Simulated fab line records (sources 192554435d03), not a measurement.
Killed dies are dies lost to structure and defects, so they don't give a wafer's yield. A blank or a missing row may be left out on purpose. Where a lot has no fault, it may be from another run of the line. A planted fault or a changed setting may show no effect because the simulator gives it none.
fab line records / flow n5Finfet
record: lots: 4 wafers: 12 lastDay: 17
route steps=1938 shown BEOL_M7@1299 BEOL_M8@1332 PASSIVATION@1936
lots untouched by any fault: they come from a run of this same line in which no faults occurred
startH: the number of hours between the record's first day and the start of the first shown wafer of the lot / waitH: hours since the lot's step before / " identical to the entry in the row above / L1.1+2: a single row standing in for several wafers / - no value, or no start was given / * or withheld: withheld / < > ~ a bound
route shown NAME@n: names a module that has steps shown in the file, with the first one's number in the route / usual: average and standard deviation across the fault-free wafers / same: alike in all rows / chamber/n: place in a boat / sites: the reading at each site / _std_site: standard deviation of those values / _edge_site: mean of outer sites minus mean of inner sites / radiusMm: for every site, how far away it sits from the centre of the wafer / mask NAME#n: copy n / behind: tool/chamber where the wafer was last shaped / hold: the reason the lot was held/the length of the hold in hours/how it ended / device: the transistor (n, p or np) that didn't switch / end of line: tests run on the same wafers once the route is complete / for a step that has no rows: nothing shown but its recipe / killed: not the wafer's yield, but the dies lost to structure and defects at the first sort / map: dies across one wafer; x = killed, . = not, _ = none there
set.NAME: the setting the step ran with; set.NAME@STEP: the setting that earlier step ran with / model.NAME: the simulator's own value behind a step, which no gauge read
lots seen at some steps along the route; tables by step, rows by wafer
services: from which hour (startH, from the record's first day; less than 0 if before it) a tool's chamber was out of use, for how many hours, and why
== steps ==
step: N5_BEOL_M7_DESCUM_33
recipe: chemistry: O2 timeS: 7 sourcePowerW: 50 biasPowerW: 20 pressureMtorr: 20 rfFrequencyHz: 2.712e+07 tempC: 40 resist: CAR-EUV o2FlowSccm: 225
step: N5_BEOL_M7_ETCH_72
recipe: chemistry: N2/H2 target: underlayer targetDepthA: 65 maskMaterial: CAR-EUV timeS: 5.2 ionEnergyEv: 200 pressureMtorr: 30 sourceW: 840 biasW: 150 n2FlowSccm: 200 h2FlowSccm: 200 ends: cleared
step: N5_BEOL_M7_ETCH_65
recipe: chemistry: CF4 target: SiARC targetDepthA: 156 maskMaterial: CAR-EUV timeS: 26 ionEnergyEv: 80 pressureMtorr: 40 sourceW: 545 biasW: 36 Ar_flow_sccm: 100 cf4FlowSccm: 100 ends: cleared
step: N5_BEOL_M7_ETCH_66
recipe: chemistry: N2/H2 target: SOC targetDepthA: 800 overetchA: 160 maskMaterial: SiARC tempC: 40 timeS: 120 ionEnergyEv: 200 pressureMtorr: 30 sourceW: 840 biasW: 150 n2FlowSccm: 200 h2FlowSccm: 200
step: N5_BEOL_M7_STRIP_69
recipe: chemistry: N2/H2 tempC: 40 n2FlowSccm: 200 h2FlowSccm: 200 rfFrequencyHz: 6e+07
step: N5_BEOL_M7_STRIP_73
recipe: chemistry: N2/H2 tempC: 40 n2FlowSccm: 200 h2FlowSccm: 200 rfFrequencyHz: 6e+07
step: N5_BEOL_M7_VIA_ETCH_34
recipe: chemistry: C4F6/O2 target: SiCOH_lowk targetDepthA: 1255 maskMaterial: SOC taperDeg: 4 timeS: 50.5 ionEnergyEv: 250 pressureMtorr: 30 sourceW: 345 biasW: 185 Ar_flow_sccm: 300 C4F6_flow_sccm: 10 O2_flow_sccm: 10
step: N5_BEOL_M7_STRIP_76
recipe: chemistry: C4F6/O2 resist: SiARC rfFrequencyHz: 6e+07
step: N5_BEOL_M7_STRIP_36
recipe: chemistry: N2/H2 powerW: 450 tempC: 40 pressureMtorr: 20 rfFrequencyHz: 6e+07 overashFraction: 0.3 biasPowerW: 7 h2Frac: 0.5 n2FlowSccm: 200 h2FlowSccm: 200
step: N5_BEOL_M7_TRENCH_ETCH_37
recipe: chemistry: C4F6/O2 targetDepthA: 934.78 target: SiCOH_lowk timeS: 31.2 ionEnergyEv: 250 pressureMtorr: 30 sourceW: 345 biasW: 185 Ar_flow_sccm: 300 C4F6_flow_sccm: 10 O2_flow_sccm: 10
usual: drypumpMotorCurrentA: 5.8/0.48 oesProductAu: 0.80/0.1 rfVppV: 663/6.5 showerheadPlenumPTorr: 2.80/0.086 throttleValvePct: 20.86/0.26
lot.wafer=L929.1 tool=rieDiel-03 chamber=3 startH=241.62 waitH=- drypumpMotorCurrentA=6.2 oesProductAu=0.78 rfHoursCounterH=123 rfVppV=652 showerheadPlenumPTorr=2.75 throttleValvePct=20.93
lot.wafer=L929.3 tool=rieDiel-03 chamber=0 startH=241.62 waitH=- drypumpMotorCurrentA=6.1 oesProductAu=0.74 rfHoursCounterH=196 rfVppV=665 showerheadPlenumPTorr=2.72 throttleValvePct=21.08
lot.wafer=L929.5 tool=rieDiel-03 chamber=0 startH=241.62 waitH=- drypumpMotorCurrentA=6.1 oesProductAu=0.73 rfHoursCounterH=- rfVppV=667 showerheadPlenumPTorr=2.72 throttleValvePct=21.07
lot.wafer=L941.2 tool=rieDiel-03 chamber=0 startH=308.35 waitH=- drypumpMotorCurrentA=6.0 oesProductAu=0.72 rfHoursCounterH=217 rfVppV=665 showerheadPlenumPTorr=2.71 throttleValvePct=21.11
lot.wafer=L941.3 tool=rieDiel-03 chamber=3 startH=308.35 waitH=- drypumpMotorCurrentA=6.2 oesProductAu=0.75 rfHoursCounterH=145 rfVppV=652 showerheadPlenumPTorr=2.74 throttleValvePct=20.98
lot.wafer=L941.4 tool=rieDiel-03 chamber=2 startH=308.35 waitH=- drypumpMotorCurrentA=6.2 oesProductAu=0.70 rfHoursCounterH=207 rfVppV=659 showerheadPlenumPTorr=2.72 throttleValvePct=20.98
lot.wafer=L942.1 tool=rieDiel-03 chamber=0 startH=314.54 waitH=- drypumpMotorCurrentA=6.1 oesProductAu=0.72 rfHoursCounterH=219 rfVppV=667 showerheadPlenumPTorr=2.71 throttleValvePct=21.11
lot.wafer=L942.2 tool=rieDiel-03 chamber=2 startH=314.54 waitH=- drypumpMotorCurrentA=6.2 oesProductAu=0.70 rfHoursCounterH=209 rfVppV=660 showerheadPlenumPTorr=2.72 throttleValvePct=20.99
lot.wafer=L942.5 tool=rieDiel-03 chamber=0 startH=314.54 waitH=- drypumpMotorCurrentA=6.1 oesProductAu=0.72 rfHoursCounterH=- rfVppV=666 showerheadPlenumPTorr=2.71 throttleValvePct=21.12
lot.wafer=L943.2 tool=rieDiel-04 chamber=0 startH=335.65 waitH=- drypumpMotorCurrentA=5.6 oesProductAu=0.99 rfHoursCounterH=0 rfVppV=666 showerheadPlenumPTorr=2.80 throttleValvePct=20.91
lot.wafer=L943.3 tool=rieDiel-04 chamber=1 startH=335.65 waitH=- drypumpMotorCurrentA=6.1 oesProductAu=0.71 rfHoursCounterH=212 rfVppV=674 showerheadPlenumPTorr=2.93 throttleValvePct=20.88
lot.wafer=L943.6 tool=rieDiel-04 chamber=3 startH=335.65 waitH=- drypumpMotorCurrentA=5.9 oesProductAu=0.99 rfHoursCounterH=- rfVppV=661 showerheadPlenumPTorr=2.79 throttleValvePct=20.76
step: N5_BEOL_M7_ETCH_41
recipe: chemistry: CH3F/O2 target: SiCN targetDepthA: 319 taperDeg: 2 timeS: 57.8 ionEnergyEv: 120 maskMaterial: TiN pressureMtorr: 30 sourceW: 395 biasW: 75 Ar_flow_sccm: 150 CH3F_flow_sccm: 30 O2_flow_sccm: 20
step: N5_BEOL_M7_STRIP_80
recipe: chemistry: N2/H2 timeS: 10 powerW: 450 tempC: 40 pressureMtorr: 20 rfFrequencyHz: 6e+07 biasPowerW: 7 n2FlowSccm: 200 h2FlowSccm: 200
step: N5_BEOL_M7_HM_STRIP_39
recipe: chemistry: peroxideTinStrip material: TiN targetDepthA: 250 tempC: 50 timeS: 158
step: N5_BEOL_M7_SRD_40
recipe: timeS: 30 tempC: 23 rinseLiquid: diw dry: ipaMarangoni
step: N5_BEOL_M7_PRECLEAN_42
recipe: chemistry: residueRemover timeS: 60 tempC: 40
step: N5_BEOL_M7_SRD_43
recipe: timeS: 30 tempC: 23 rinseLiquid: diw dry: ipaMarangoni
step: N5_BEOL_M7_CURE_75
recipe: tempC: 370 timeS: 120 ambient: DMADMS/He material: SiCOH_lowk
step: N5_BEOL_M7_DEGAS_44
recipe: ambient: vacuum tempC: 250 timeS: 60
step: N5_BEOL_M7_PRE_CLEAN_45
recipe: gas: H2/He timeS: 30 tempC: 250
step: N5_BEOL_M7_ALD_77
recipe: material: TaN targetThkA: 20 tempC: 275 aldPrecursorFamily: PDMAT aldCoReactant: NH3 pressureTorr: 3 carrierFlowSccm: 1500 pulseTimeS: 2 purgeTimeS: 3 coReactantPurgeTimeS: 2 coReactantPulseTimeS: 3 aldCycles: 40 precursorVesselTempC: 75 precursorVesselPressureTorr: 26.25 precursorVesselCarrierSccm: 1000
step: N5_BEOL_M7_SURFACE_TREAT_79
recipe: gas: Ar timeS: * ionEnergyEv: * ionCurrentMaCm2: 0.5 pressureMtorr: * arFlowSccm: 30
step: N5_BEOL_M7_CVD_78
recipe: material: Co targetThkA: 20 tempC: withheld precursor: CCTBA/H2 pressureTorr: 30 timeS: 142.3
step: N5_BEOL_M7_SPUTTER_48
recipe: material: Cu targetThkA: 100 tempC: -20 biasV: 60 powerW: 26000 chamberPressurePa: 0.13 timeS: 1.667
step: N5_BEOL_M7_ECD_50
recipe: material: Cu targetThkA: 3000
step: N5_BEOL_M7_ANNEAL_51
recipe: tempC: 225 timeS: 90 ambient: N2
step: N5_BEOL_M7_CMP_52
recipe: stopOn: SiCOH_lowk tOverpolishS: 6.9 downForcePsi: 1 platenRpm: 50 clearingPlatenDownForcePsi: 1.5 clearingPlatenRpm: 50 postCmpClean: cuAlkaline targetThkNm: 80 clearingPlatenPadVelocityMS: 0.99484 padVelocityMS: 0.99484
step: N5_BEOL_M7_PRE_CLEAN_55
recipe: gas: NH3 timeS: 15 tempC: withheld rfPowerW: 300
step: N5_BEOL_M7_DEP_56
recipe: material: SiCN targetThkA: 100 tempC: withheld precursor: 3MS/NH3 pressureTorr: 3 rfW: 202 timeS: 17.5
step: N5_BEOL_M8_ILD_DEP_00
recipe: material: SiCOH_lowk targetThkA: 1797.5 tempC: 300 precursor: DEMS/porogen pressureTorr: 5 rfW: 500 timeS: 33.4
step: N5_BEOL_M8_CURE_74
recipe: tempC: 385 timeS: 240 ambient: He/Ar material: SiCOH_lowk
step: N5_BEOL_M8_PECVD_70
recipe: material: SiO2 targetThkA: 200 tempC: 400 precursor: TEOS/O2 pressureTorr: 5.5 rfW: 450 teosFlowSccm: 53.8 gas: O2 flowSccm: 3000 timeS: 22.7
step: N5_BEOL_M8_HM_DEP_02
recipe: material: TiN targetThkA: 200 tempC: 25 chamberPressurePa: 0.49996
step: N5_BEOL_M8_COAT_59
recipe: resist: SOC tempC: 250 timeS: 60 spinRpm: 1500 resistThkNm: 100
step: N5_PASSIVATION_PROBE_49
usual: defectLimitedYield: 91.5/1.3 killed_at_M0_to_M3: 33/11 killed_at_M4_up: 14/5.3 killedAtContacts: 11/6.3 killedAtFrontEnd: 38/10 killedAtOther: 3.7/2.8 killedDies: 101/16 killedOnRim: 13/3.4 killedOpen: 67/12 killedShort: 32/7.4 sort_bin_5_function: 5.0/0.86 sort_bin_6_memory: 3.2/0.69 sortNPass: 1079/16 sortYieldPct: 91.5/1.3
same: grossDies: 1180 killedAtBackSide: 0 sort_bin_4_leakage[%]: 0 sort_bin_8_speed[%]: 0
lot.wafer=L929.1 tool=prober-01 chamber=- startH=317.86 waitH=0.0 defectLimitedYield[%]=90.4 killed_at_M0_to_M3=23 killed_at_M4_up=12 killedAtContacts=29 killedAtFrontEnd=47 killedAtOther=2 killedDies=113 killedOnRim=14 killedOpen=65 killedShort=47 sort_bin_5_function[%]=5.1 sort_bin_6_memory[%]=3.9 sortNPass=1067 sortYieldPct[%]=90.4
lot.wafer=L929.3 tool=prober-01 chamber=- startH=317.96 waitH=0.1 defectLimitedYield[%]=89.3 killed_at_M0_to_M3=49 killed_at_M4_up=18 killedAtContacts=22 killedAtFrontEnd=33 killedAtOther=4 killedDies=126 killedOnRim=19 killedOpen=75 killedShort=51 sort_bin_5_function[%]=6.9 sort_bin_6_memory[%]=3.2 sortNPass=1054 sortYieldPct[%]=89.3
lot.wafer=L929.5 tool=prober-01 chamber=- startH=318.06 waitH=0.2 defectLimitedYield[%]=90.3 killed_at_M0_to_M3=28 killed_at_M4_up=17 killedAtContacts=24 killedAtFrontEnd=44 killedAtOther=2 killedDies=115 killedOnRim=9 killedOpen=72 killedShort=42 sort_bin_5_function[%]=6.0 sort_bin_6_memory[%]=3.4 sortNPass=1065 sortYieldPct[%]=90.3
lot.wafer=L941.2 tool=prober-01 chamber=- startH=386.35 waitH=0.1 defectLimitedYield[%]=85.8 killed_at_M0_to_M3=20 killed_at_M4_up=104 killedAtContacts=9 killedAtFrontEnd=31 killedAtOther=3 killedDies=167 killedOnRim=32 killedOpen=51 killedShort=29 sort_bin_5_function[%]=7.9 sort_bin_6_memory[%]=3.2 sortNPass=1013 sortYieldPct[%]=85.8
lot.wafer=L941.3 tool=prober-01 chamber=- startH=386.40 waitH=0.1 defectLimitedYield[%]=78.6 killed_at_M0_to_M3=30 killed_at_M4_up=181 killedAtContacts=15 killedAtFrontEnd=23 killedAtOther=3 killedDies=252 killedOnRim=12 killedOpen=63 killedShort=30 sort_bin_5_function[%]=13.6 sort_bin_6_memory[%]=4.2 sortNPass=928 sortYieldPct[%]=78.6
lot.wafer=L941.4 tool=prober-01 chamber=- startH=386.45 waitH=0.2 defectLimitedYield[%]=87.5 killed_at_M0_to_M3=16 killed_at_M4_up=91 killedAtContacts=10 killedAtFrontEnd=30 killedAtOther=1 killedDies=148 killedOnRim=29 killedOpen=54 killedShort=16 sort_bin_5_function[%]=7.5 sort_bin_6_memory[%]=2.0 sortNPass=1032 sortYieldPct[%]=87.5
lot.wafer=L942.1 tool=prober-02 chamber=- startH=390.04 waitH=0.0 defectLimitedYield[%]=83.1 killed_at_M0_to_M3=52 killed_at_M4_up=110 killedAtContacts=14 killedAtFrontEnd=22 killedAtOther=1 killedDies=199 killedOnRim=31 killedOpen=79 killedShort=28 sort_bin_5_function[%]=9.5 sort_bin_6_memory[%]=4.4 sortNPass=981 sortYieldPct[%]=83.1
lot.wafer=L942.2 tool=prober-02 chamber=- startH=390.09 waitH=0.1 defectLimitedYield[%]=84.8 killed_at_M0_to_M3=27 killed_at_M4_up=93 killedAtContacts=21 killedAtFrontEnd=34 killedAtOther=4 killedDies=179 killedOnRim=30 killedOpen=57 killedShort=42 sort_bin_5_function[%]=8.2 sort_bin_6_memory[%]=3.6 sortNPass=1001 sortYieldPct[%]=84.8
lot.wafer=L942.5 tool=prober-02 chamber=- startH=390.24 waitH=0.2 defectLimitedYield[%]=83.5 killed_at_M0_to_M3=43 killed_at_M4_up=104 killedAtContacts=8 killedAtFrontEnd=36 killedAtOther=4 killedDies=195 killedOnRim=34 killedOpen=73 killedShort=37 sort_bin_5_function[%]=9.7 sort_bin_6_memory[%]=3.7 sortNPass=985 sortYieldPct[%]=83.5
killed by level:class
L929.1 MOL_CONTACT_COAG:geometricParticle:open=21 FIN_SAQP:geometricParticle:short=14 STI_FIN_REVEAL:geometricParticle:open=9 MOL_CONTACT_COAG:geometricParticle:short=8 BEOL_M0_SAQP:geometricParticle:open=8 BEOL_M0_SAQP:geometricParticle:short=6 FIN_SAQP:geometricParticle:open=5 BEOL_M5:geometricParticle:open=5
L929.3 MOL_CONTACT_COAG:geometricParticle:open=17 BEOL_M0_SAQP:geometricParticle:open=12 BEOL_M0_SAQP:geometricParticle:short=11 BEOL_M4:geometricParticle:open=9 STI_FIN_REVEAL:geometricParticle:open=7 BEOL_M2:geometricParticle:open=7 BEOL_M3:geometricParticle:open=7 STARTING-WAFER:geometricParticle:short=6
L929.5 MOL_CONTACT_COAG:geometricParticle:open=16 STI_FIN_REVEAL:geometricParticle:open=15 MOL_CONTACT_COAG:geometricParticle:short=8 BEOL_M0_SAQP:geometricParticle:open=8 FIN_SAQP:geometricParticle:short=7 BEOL_M0_SAQP:geometricParticle:short=6 FIN_SAQP:geometricParticle:open=5 BEOL_M4:geometricParticle:open=5
L941.2 BEOL_M7:unspecified=87 MOL_CONTACT_COAG:geometricParticle:open=8 GATE_CUT:geometricParticle:short=6 BEOL_M4:geometricParticle:open=6 FIN_SAQP:geometricParticle:open=5 SPACER0:geometricParticle:short=5 BEOL_M0_SAQP:geometricParticle:short=5 BEOL_M2:geometricParticle:open=5
L941.3 BEOL_M7:unspecified=157 BEOL_M4:geometricParticle:open=13 MOL_CONTACT_COAG:geometricParticle:open=11 STARTING-WAFER:geometricParticle:open=6 BEOL_M2:geometricParticle:open=5 BEOL_M3:geometricParticle:open=5 BEOL_M3:geometricParticle:short=5 BEOL_M5:geometricParticle:open=5
L941.4 BEOL_M7:unspecified=77 MOL_CONTACT_COAG:geometricParticle:open=8 BEOL_M2:geometricParticle:open=8 FIN_SAQP:geometricParticle:open=6 FIN_SAQP:geometricParticle:short=5 DUMMY_GATE:geometricParticle:open=5 BEOL_M5:geometricParticle:open=5 STI_FIN_REVEAL:geometricParticle:open=3
L942.1 BEOL_M7:unspecified=89 BEOL_M3:geometricParticle:open=13 BEOL_M0_SAQP:geometricParticle:short=12 MOL_CONTACT_COAG:geometricParticle:open=11 BEOL_M2:geometricParticle:open=11 BEOL_M4:geometricParticle:open=9 BEOL_M0_SAQP:geometricParticle:open=7 FIN_SAQP:geometricParticle:open=5
L942.2 BEOL_M7:unspecified=77 MOL_CONTACT_COAG:geometricParticle:open=13 BEOL_M0_SAQP:geometricParticle:short=10 FIN_SAQP:geometricParticle:open=8 MOL_CONTACT_COAG:geometricParticle:short=8 BEOL_M4:geometricParticle:open=8 BEOL_M0_SAQP:geometricParticle:open=6 FIN_SAQP:geometricParticle:short=5
L942.5 BEOL_M7:unspecified=84 BEOL_M0_SAQP:geometricParticle:short=17 BEOL_M0_SAQP:geometricParticle:open=14 BEOL_M4:geometricParticle:open=12 FIN_SAQP:geometricParticle:open=10 FIN_SAQP:geometricParticle:short=10 MOL_CONTACT_COAG:geometricParticle:open=8 BEOL_M3:geometricParticle:open=4
map L941.3 (x killed, . not)
_________________.x..........________________
______________x....x............_____________
___________x.......................__________
__________..................x......._________
________.............................._______
_______....x.......................x...______
______...........................x...x.._____
_____..x.....x............x..............____
____x......x....xx....x.......x.x.........___
___.........xxxx...xx......x............x.x__
___...x.x...xxxxxxxx.x..........x.......xxx__
__....x.xxxxxxxxxxxxx.x.x......x..........x._
__...x..xxxxxxxxxxxxx.xx.........x.........._
_........xxxxxxxxxxxxx.x............x........
_...x.x.xxxxxxxxxxxxxxxx.x..................x
_...x.xxxxxxxxxxxxxxxx.xxx...................
_..x...xxxxxxxxxxxxxxx......x...x..x.......x.
_.x.....xxxxxxxxxxxxxxx..........x.x....x....
_.......xxxxxxxxxxxxxx............x..x.....x.
_........x.xxxxxxxx.xx.....................x.
_.........xxxxxxxxx..............x...........
__............xxx...x...........x..........._
__.xx..x.xx....x.......x....x..............._
___..x..x.x.................x.........x....__
___.......x........x........x..............__
____..........x...x..x........x...........___
_____.........x.......x...........x....x.____
______.....x..............x............._____
_______...............x...........x..x.______
________..................x..........._______
__________..............x..........._________
___________...........x..........x.__________
______________........xxx......._____________
_________________............________________
map L942.1 (x killed, . not)
_________________..x.........________________
______________......x.....xx...._____________
___________............x...x...x...__________
__________.x........x...........x..._________
________........................x...x._______
_______.............x........x....x....______
______................x.x..............._____
_____......x.x..........................x____
____............x............x.x....x.x...___
___.....x..........x.................x.....__
___........x..x.....x....................x.__
__................x..x...x.........x........_
__....................x...x...x.x..........x_
_........x.x.............xx.......x..........
_........x.x.....x........................x..
_.......x...x.................x.x............
_.....x.................xx....x........xx..x.
_...x..................................x.xx..
_......xx..x.x........................xx.xxxx
_........................x..........xxxxxxxxx
_........x.x....x..x.........x.x.xxxxxxxxxxxx
__...xx.x........................x.xxxxxxxxx_
__x...x...x..............x....x.x.xxxxxxxxxx_
___................................xxxxxxxx__
___...x...x..x.....x.......x.......xxxxxxxx__
____...........x.......x.......xx.xxxxxxxx___
_____..........x............xx....xxxxxxx____
______...........xxx..x....x.......xxxxx_____
_______.x........x......x............xx______
________.x....................x....x.x_______
__________.........................._________
___________.x....x....x.......x....__________
______________.................._____________
_________________.x..........________________
== services ==
tool=rieDiel-04 chamber=2 startH=250.08 hours=2.5 kind=repair
tool=rieDiel-04 chamber=3 startH=257.50 hours=8.1 kind=repair
tool=rieDiel-04 chamber=3 startH=298.96 hours=- kind=clean
tool=rieDiel-04 chamber=3 startH=298.96 hours=- kind=consumableReplace:focusRing
tool=rieDiel-04 chamber=3 startH=298.96 hours=20.0 kind=scheduledDown
tool=rieDiel-04 chamber=3 startH=298.96 hours=20.0 kind=ventCycle
tool=rieDiel-04 chamber=0 startH=318.99 hours=- kind=clean
tool=rieDiel-04 chamber=0 startH=318.99 hours=- kind=consumableReplace:focusRing
tool=rieDiel-04 chamber=0 startH=318.99 hours=15.8 kind=scheduledDown
tool=rieDiel-04 chamber=0 startH=318.99 hours=15.8 kind=ventCycle
== key ==
firstSign: step: N5_PASSIVATION_PROBE_49 reading: killed_at_M4_up direction: up sigmas: 19 usual: 14 struck: 114
effect: step: N5_PASSIVATION_PROBE_49 reading: defectLimitedYield direction: down sigmas: 5.7 usual: 91.5 struck: 83.9
moreKillsBornAt: N5_BEOL_M7_TRENCH_ETCH_37@rieDiel-03: 571
metAt N5_BEOL_M7_TRENCH_ETCH_37
struckWafers L941.2,L941.3,L941.4,L942.1,L942.2,L942.5
onsetBetween 241.62 308.35
fault: kind: chamberParticleSource tool: rieDiel-03 chamber: - onsetH: 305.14 steps: N5_BEOL_M7_TRENCH_ETCH_37 ratePerVisitCm2: 1.8212 endH: 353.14
